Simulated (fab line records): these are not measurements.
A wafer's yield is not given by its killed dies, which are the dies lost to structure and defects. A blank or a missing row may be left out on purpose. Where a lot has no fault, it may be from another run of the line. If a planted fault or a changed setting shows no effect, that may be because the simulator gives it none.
Which tool was responsible?    flow n5_finfet    24 lots with 72 wafers sampled at 5 steps, on a route of 1938 steps

WHAT EACH GAUGE READ, for each wafer
N5_BEOL_M3_THK_MEAS_01. Usual: M3_ILD_THK gives 78.8 nm (standard deviation 1).
lot   measured      on             M3_ILD_THK (nm)  flag
L074  day 6 15:45   film_metro-01  78.0 79.1 78.4   
L075  day 7 05:34   film_metro-02  78.5 78.7 81.2   
L076  day 8 06:58   film_metro-01  78.3 79.0 80.0   
L077  day 8 10:22   film_metro-02  77.2 79.1 77.6   
L079  day 8 23:26   film_metro-02  79.0 79.7 79.1   
L078  day 9 03:00   film_metro-01  77.9 79.6 80.6   
L080  day 9 05:59   film_metro-01  77.9 78.8 78.3   
L081  day 9 06:02   film_metro-01  78.1 79.1 78.9   
L082  day 9 10:02   film_metro-02  78.0 77.0 80.4   
L083  day 9 17:47   film_metro-02  78.8 78.8 80.5   
L085  day 9 19:22   film_metro-01  77.6 79.1 79.7   
L084  day 9 21:50   film_metro-01  79.8 79.9 79.3   
L086  day 10 03:58  film_metro-01  78.6 79.4 80.7   
L087  day 10 01:26  film_metro-02  78.7 79.2 79.2   
L088  day 11 00:06  film_metro-02  77.6 77.6 77.9   
L089  day 11 05:29  film_metro-01  77.8 78.7 79.2   
L091  day 11 14:15  film_metro-01  77.9 77.4 79.2   
L090  day 12 08:44  film_metro-02  78.5 80.2 79.1   
L092  day 12 04:04  film_metro-02  80.0 78.5 78.9   
L093  day 12 10:40  film_metro-02  78.3 78.6 81.0   
L094  day 12 10:29  film_metro-01  78.6 77.4 78.9   
L095  day 12 15:10  film_metro-02  78.6 79.7 77.5   
L096  day 12 18:50  film_metro-02  77.8 79.6 79.8   
L097  day 13 00:59  film_metro-02  78.9 79.8 81.1   

EACH LOT AND THE TOOL THAT RAN IT (in order: tool; ch and the chambers of the sampled wafers; start)
lot   N5_BEOL_M2_ETCH_77                  N5_BEOL_M2_ALD_98                  N5_BEOL_M2_SPUTTER_86         N5_BEOL_M2_ANNEAL_51
L074  rie_diel-03 ch 1,2, day 6 08:34     ald_sin-03 ch 2,3, day 6 08:39     pvd_sputter-01, day 6 13:28   rtp_anneal-01 ch 0, day 6 14:46
L075  rie_diel-03 ch 0,1,2, day 6 21:47   ald_sin-03 ch 1,2, day 6 21:53     pvd_sputter-02, day 7 03:17   rtp_anneal-01 ch 0, day 7 04:37
L076  rie_diel-04 ch 1,2,3, day 7 03:18   ald_sin-03 ch 1,2,3, day 7 03:24   pvd_sputter-01, day 8 04:41   rtp_anneal-01 ch 0, day 8 05:59
L077  rie_diel-03 ch 0,2,3, day 7 14:11   ald_sin-03 ch 0,1, day 7 14:23     pvd_sputter-03, day 8 08:05   rtp_anneal-02 ch 0, day 8 09:28
L079  rie_diel-05 ch 0,1,3, day 7 21:48   ald_sin-03 ch 0,1, day 7 21:54     pvd_sputter-01, day 8 21:09   rtp_anneal-02 ch 0, day 8 22:35
L078  rie_diel-05 ch 0,3, day 7 23:19     ald_sin-02 ch 0,1,2, day 7 23:25   pvd_sputter-02, day 9 00:40   rtp_anneal-01 ch 0, day 9 01:58
L080  rie_diel-05 ch 1,3, day 8 01:02     ald_sin-03 ch 0,2, day 8 01:37     pvd_sputter-02, day 9 03:42   rtp_anneal-01 ch 0, day 9 05:00
L081  rie_diel-05 ch 0,1, day 8 11:13     ald_sin-03 ch 1,2,3, day 8 11:19   pvd_sputter-03, day 9 03:43   rtp_anneal-02 ch 0, day 9 05:03
L082  rie_diel-05 ch 0,2,3, day 8 21:58   ald_sin-03 ch 0,1,3, day 8 22:13   pvd_sputter-03, day 9 07:40   rtp_anneal-01 ch 0, day 9 08:58
L083  rie_diel-03 ch 0,2,3, day 9 00:16   ald_sin-03 ch 0,1,3, day 9 00:35   pvd_sputter-02, day 9 15:10   rtp_anneal-01 ch 0, day 9 16:48
L085  rie_diel-03 ch 1,2, day 9 07:30     ald_sin-02 ch 0,2,3, day 9 07:36   pvd_sputter-02, day 9 17:00   rtp_anneal-02 ch 0, day 9 18:20
L084  rie_diel-04 ch 0,1,2, day 9 07:31   ald_sin-01 ch 1,2, day 9 07:38     pvd_sputter-02, day 9 19:34   rtp_anneal-01 ch 0, day 9 20:59
L086  rie_diel-03 ch 0,1,2, day 9 15:44   ald_sin-01 ch 0,2,3, day 9 15:50   pvd_sputter-01, day 10 01:41  rtp_anneal-02 ch 0, day 10 03:02
L087  rie_diel-05 ch 0,2,3, day 9 17:11   ald_sin-02 ch 1,2, day 9 17:17     pvd_sputter-01, day 9 23:02   rtp_anneal-02 ch 0, day 10 00:28
L088  rie_diel-04 ch 0,2,3, day 10 02:28  ald_sin-03 ch 0,1,2, day 10 02:59  pvd_sputter-01, day 10 21:49  rtp_anneal-01 ch 0, day 10 23:07
L089  rie_diel-04 ch 1,2, day 10 17:24    ald_sin-02 ch 0,2,3, day 10 17:56  pvd_sputter-03, day 11 03:08  rtp_anneal-01 ch 0, day 11 04:29
L091  rie_diel-04 ch 0,2, day 10 18:54    ald_sin-03 ch 0,2,3, day 10 19:00  pvd_sputter-03, day 11 11:58  rtp_anneal-02 ch 0, day 11 13:19
L090  rie_diel-04 ch 1,2, day 10 20:47    ald_sin-03 ch 0,1,3, day 10 20:53  pvd_sputter-01, day 12 04:29  rtp_anneal-02 ch 0, day 12 07:03
L092  rie_diel-04 ch 0,1,2, day 10 21:59  ald_sin-01 ch 0,1,3, day 10 22:32  pvd_sputter-01, day 12 01:45  rtp_anneal-01 ch 0, day 12 03:02
L093  rie_diel-04 ch 0,1,2, day 11 04:07  ald_sin-02 ch 0,2,3, day 11 04:13  pvd_sputter-01, day 12 06:19  rtp_anneal-02 ch 0, day 12 09:42
L094  rie_diel-03 ch 0,2,3, day 11 17:49  ald_sin-03 ch 1,2,3, day 11 17:55  pvd_sputter-03, day 12 05:28  rtp_anneal-01 ch 0, day 12 09:17
L095  rie_diel-03 ch 0,2, day 11 22:52    ald_sin-02 ch 2,3, day 11 22:58    pvd_sputter-03, day 12 12:32  rtp_anneal-01 ch 0, day 12 13:49
L096  rie_diel-03 ch 1,2,3, day 12 04:23  ald_sin-01 ch 1,2,3, day 12 04:49  pvd_sputter-02, day 12 16:34  rtp_anneal-02 ch 0, day 12 17:52
L097  rie_diel-03 ch 2,3, day 12 10:50    ald_sin-03 ch 0,2,3, day 12 11:08  pvd_sputter-03, day 12 22:41  rtp_anneal-01 ch 0, day 13 00:05
- N5_BEOL_M2_ETCH_77: etches underlayer in N2/H2, target depth 6.5 nm, time 5.2 s.
- N5_BEOL_M2_ALD_98: deposits SiO2, target thk 2.5 nm, pulse time 1 s, co reactant pulse time 1 s.
- N5_BEOL_M2_SPUTTER_86: material Cu, target thk 4.5 nm, time 8.29 s.
- N5_BEOL_M2_ANNEAL_51: time 90 s.

WHAT THE TOOLS THEMSELVES READ (means of the sampled wafers that have a number; where no wafer has one, the mark that the record gives instead)
N5_BEOL_M2_ETCH_77. Usual: drypump_motor_current_A 5.7 A, standard deviation 0.34; etch_rf_on_time_s 5.17 s, standard deviation 0.13; oes_product_au 0.69 a.u., standard deviation 0.078; rf_vpp_V 524 V, standard deviation 3.5; showerhead_plenum_p_Torr 2.53 Torr, standard deviation 0.11; throttle_valve_pct 17.93 %, standard deviation 0.23.
lot   tool         drypump_motor_current_A (A)  etch_rf_on_time_s (s)  oes_product_au (a.u.)  rf_vpp_V (V)  showerhead_plenum_p_Torr (Torr)  throttle_valve_pct (%)  flag
L074  rie_diel-03  5.7                          5.25                   0.59                   525           2.58                             17.86                   
L075  rie_diel-03  5.7                          5.34                   0.61                   522           2.50                             17.91                   
L076  rie_diel-04  6.1                          5.13                   0.65                   523           2.50                             18.08                   
L077  rie_diel-03  5.6                          5.32                   0.61                   523           2.49                             17.89                   
L079  rie_diel-05  5.3                          5.23                   0.70                   525           2.60                             18.03                   
L078  rie_diel-05  5.1                          5.29                   0.71                   528           2.64                             18.00                   
L080  rie_diel-05  5.3                          5.12                   0.75                   525           2.63                             18.01                   
L081  rie_diel-05  5.5                          5.14                   0.64                   523           2.54                             18.12                   
L082  rie_diel-05  5.4                          5.18                   0.66                   524           2.52                             18.12                   
L083  rie_diel-03  5.6                          5.34                   0.60                   523           2.49                             17.93                   
L085  rie_diel-03  5.7                          5.17                   0.76                   525           2.57                             17.61                   
L084  rie_diel-04  6.1                          5.11                   0.75                   525           2.56                             17.88                   
L086  rie_diel-03  5.7                          5.20                   0.68                   521           2.49                             17.80                   
L087  rie_diel-05  5.4                          5.12                   0.66                   523           2.51                             18.13                   
L088  rie_diel-04  6.2                          5.08                   0.69                   525           2.56                             18.14                   
L089  rie_diel-04  6.0                          5.08                   0.75                   521           2.49                             17.74                   
L091  rie_diel-04  6.1                          5.10                   0.74                   525           2.55                             17.97                   
L090  rie_diel-04  6.0                          5.06                   0.75                   523           2.48                             17.75                   
L092  rie_diel-04  6.1                          5.05                   0.74                   522           2.56                             17.90                   
L093  rie_diel-04  6.1                          5.00                   0.75                   525           2.55                             17.91                   
L094  rie_diel-03  5.6                          5.22                   0.66                   522           2.48                             17.82                   
L095  rie_diel-03  5.7                          5.30                   0.60                   521           2.45                             17.90                   
L096  rie_diel-03  5.6                          5.20                   0.71                   525           2.56                             17.62                   
L097  rie_diel-03  5.6                          5.23                   0.66                   524           2.53                             17.69                   

N5_BEOL_M2_ALD_98. Usual: heater_power_w 81 W, standard deviation 4.7; precursor_pulse_height_rel 0.999, standard deviation 0.02.
lot   tool        heater_power_w (W)  precursor_pulse_height_rel  flag
L074  ald_sin-03  83                  1.011                       
L075  ald_sin-03  83                  1.016                       
L076  ald_sin-03  83                  0.991                       
L077  ald_sin-03  83                  0.986                       
L079  ald_sin-03  82                  1.007                       
L078  ald_sin-02  79                  1.015                       
L080  ald_sin-03  83                  0.982                       
L081  ald_sin-03  82                  1.003                       
L082  ald_sin-03  81                  1.018                       
L083  ald_sin-03  81                  0.996                       
L085  ald_sin-02  76                  1.004                       
L084  ald_sin-01  77                  1.016                       
L086  ald_sin-01  73                  0.985                       
L087  ald_sin-02  80                  1.006                       
L088  ald_sin-03  84                  0.987                       
L089  ald_sin-02  76                  0.996                       
L091  ald_sin-03  85                  1.003                       
L090  ald_sin-03  82                  0.982                       
L092  ald_sin-01  75                  1.001                       
L093  ald_sin-02  77                  1.002                       
L094  ald_sin-03  82                  0.999                       
L095  ald_sin-02  78                  0.997                       
L096  ald_sin-01  77                  1.003                       
L097  ald_sin-03  84                  1.004                       

N5_BEOL_M2_SPUTTER_86. Usual: throttle_valve_pct reads 30.3 % (standard deviation 1.2).
lot   tool            throttle_valve_pct (%)  flag
L074  pvd_sputter-01  31.0                    
L075  pvd_sputter-02  29.5                    
L076  pvd_sputter-01  31.2                    
L077  pvd_sputter-03  30.6                    
L079  pvd_sputter-01  31.7                    
L078  pvd_sputter-02  29.7                    
L080  pvd_sputter-02  30.1                    
L081  pvd_sputter-03  30.0                    
L082  pvd_sputter-03  29.6                    
L083  pvd_sputter-02  30.0                    
L085  pvd_sputter-02  29.4                    
L084  pvd_sputter-02  29.2                    
L086  pvd_sputter-01  31.4                    
L087  pvd_sputter-01  31.0                    
L088  pvd_sputter-01  31.3                    
L089  pvd_sputter-03  29.7                    
L091  pvd_sputter-03  30.8                    
L090  pvd_sputter-01  31.3                    
L092  pvd_sputter-01  31.4                    
L093  pvd_sputter-01  30.8                    
L094  pvd_sputter-03  29.8                    
L095  pvd_sputter-03  28.9                    
L096  pvd_sputter-02  30.1                    
L097  pvd_sputter-03  28.9                    

N5_BEOL_M2_ANNEAL_51. Usual: anneal_temp_c 225.00 C, standard deviation 0.17; wafer_temp_C_max 226.43, standard deviation 0.29.
lot   tool           anneal_temp_c (C)  wafer_temp_C_max  flag
L074  rtp_anneal-01  225.16             226.31            
L075  rtp_anneal-01  224.87             226.42            
L076  rtp_anneal-01  224.89             226.26            
L077  rtp_anneal-02  225.11             226.42            
L079  rtp_anneal-02  225.17             226.55            
L078  rtp_anneal-01  225.10             226.38            
L080  rtp_anneal-01  224.90             226.34            
L081  rtp_anneal-02  225.09             226.46            
L082  rtp_anneal-01  225.16             225.98            
L083  rtp_anneal-01  224.85             226.19            
L085  rtp_anneal-02  225.26             226.03            
L084  rtp_anneal-01  224.79             226.59            
L086  rtp_anneal-02  225.04             226.39            
L087  rtp_anneal-02  225.19             226.67            
L088  rtp_anneal-01  224.95             226.20            
L089  rtp_anneal-01  224.83             226.79            
L091  rtp_anneal-02  225.13             226.39            
L090  rtp_anneal-02  224.78             226.48            
L092  rtp_anneal-01  225.02             226.25            
L093  rtp_anneal-02  224.75             226.64            
L094  rtp_anneal-01  225.01             226.47            
L095  rtp_anneal-01  224.91             226.24            
L096  rtp_anneal-02  224.97             226.39            
L097  rtp_anneal-01  224.95             226.51            

THE ANSWER, worked out from the rows above alone
Rule: take the mean of a lot's wafers that have a number; if it is more than 3 standard deviations from the usual mean, the lot is off. Also off: a lot with no number at a reading for which 4 or more lots have one. The other lots that the step has rows for count as sound. The gauges are gone through in route order, then the tools' own readings, and for those a lot's mean is taken as printed above. At the first step where some lot is off, the reading lying furthest off is the one used; lots without a number count as furthest.
Across all readings shown, no lot is off: no conclusion can be drawn from this.

WHAT HAD BEEN PUT IN BY THE SIMULATOR
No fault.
